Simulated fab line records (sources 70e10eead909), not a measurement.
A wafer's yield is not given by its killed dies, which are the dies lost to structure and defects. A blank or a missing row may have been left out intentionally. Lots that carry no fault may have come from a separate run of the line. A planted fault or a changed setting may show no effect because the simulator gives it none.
Matching of chambers || flow nand harc || NHARC_A_CONTACT_ALD_18 on ald metal-01: 4 sister chambers
The step deposits TiN, target thk 3 nm, pulse time 1 s, ald cycles 150. 8 wafers are shown with their chamber, then 7 later ones without.

WAFERS PAIRED WITH THEIR CHAMBERS
{"wafer": "L878.2", "chamber": 3, "heater power w (W)": 998, "precursor pulse height rel": 0.996}
{"wafer": "L882.3", "chamber": 0, "heater power w (W)": 1009, "precursor pulse height rel": 1.006}
{"wafer": "L882.5", "chamber": 1, "heater power w (W)": 1061, "precursor pulse height rel": 0.996}
{"wafer": "L891.1", "chamber": 2, "heater power w (W)": 1059, "precursor pulse height rel": 0.988}
{"wafer": "L891.2", "chamber": 0, "heater power w (W)": 1007, "precursor pulse height rel": 1.006}
{"wafer": "L891.6", "chamber": 3, "heater power w (W)": 968, "precursor pulse height rel": 0.987}
{"wafer": "L894.2", "chamber": 2, "heater power w (W)": 1072, "precursor pulse height rel": 1.011}
{"wafer": "L894.3", "chamber": 1, "heater power w (W)": 1130, "precursor pulse height rel": 1.027}

WAFERS MISSING THEIR CHAMBER
{"wafer": "L894.4", "heater power w (W)": 1025, "precursor pulse height rel": 1.013}
{"wafer": "L896.1", "heater power w (W)": 1129, "precursor pulse height rel": 1.006}
{"wafer": "L896.3", "heater power w (W)": 950, "precursor pulse height rel": 0.976}
{"wafer": "L896.6", "heater power w (W)": 903, "precursor pulse height rel": 1.015}
{"wafer": "L898.1", "heater power w (W)": 1037, "precursor pulse height rel": 1.014}
{"wafer": "L898.3", "heater power w (W)": 955, "precursor pulse height rel": 1.008}
{"wafer": "L898.4", "heater power w (W)": 1110, "precursor pulse height rel": 0.995}

WHICH CHAMBER EACH ONE RAN IN
{"wafer": "L894.4", "from the rows above": "can't be placed: 0 or 2 or 3 or 1", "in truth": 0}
{"wafer": "L896.1", "from the rows above": "can't be placed: 1 or 2", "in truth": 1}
{"wafer": "L896.3", "from the rows above": "can't be placed: 3 or 0", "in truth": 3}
{"wafer": "L896.6", "from the rows above": "can't be placed: 3 or 0", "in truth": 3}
{"wafer": "L898.1", "from the rows above": "can't be placed: 0 or 2 or 1 or 3", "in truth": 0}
{"wafer": "L898.3", "from the rows above": "can't be placed: 3 or 0", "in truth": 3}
{"wafer": "L898.4", "from the rows above": "can't be placed: 1 or 2", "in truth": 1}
Placed correctly: 0 of 7. Unplaceable from these rows: 7, with the true chamber sitting among the candidates in 7. Placed wrongly: 0.
How it was worked out, from the rows above alone: a wafer's distance from a chamber is the root of the sum, over the readings, of the square of ((its reading less the chamber's mean) divided by the reading's scatter). The wafer belongs to the nearest chamber; if the next one is less than 2 further off, it can't be placed. A chamber's mean is the mean of its shown wafers. The scatter: the root of (the sum of the squares of (reading less its chamber's mean) over the shown wafers, divided by (wafers less chambers)).
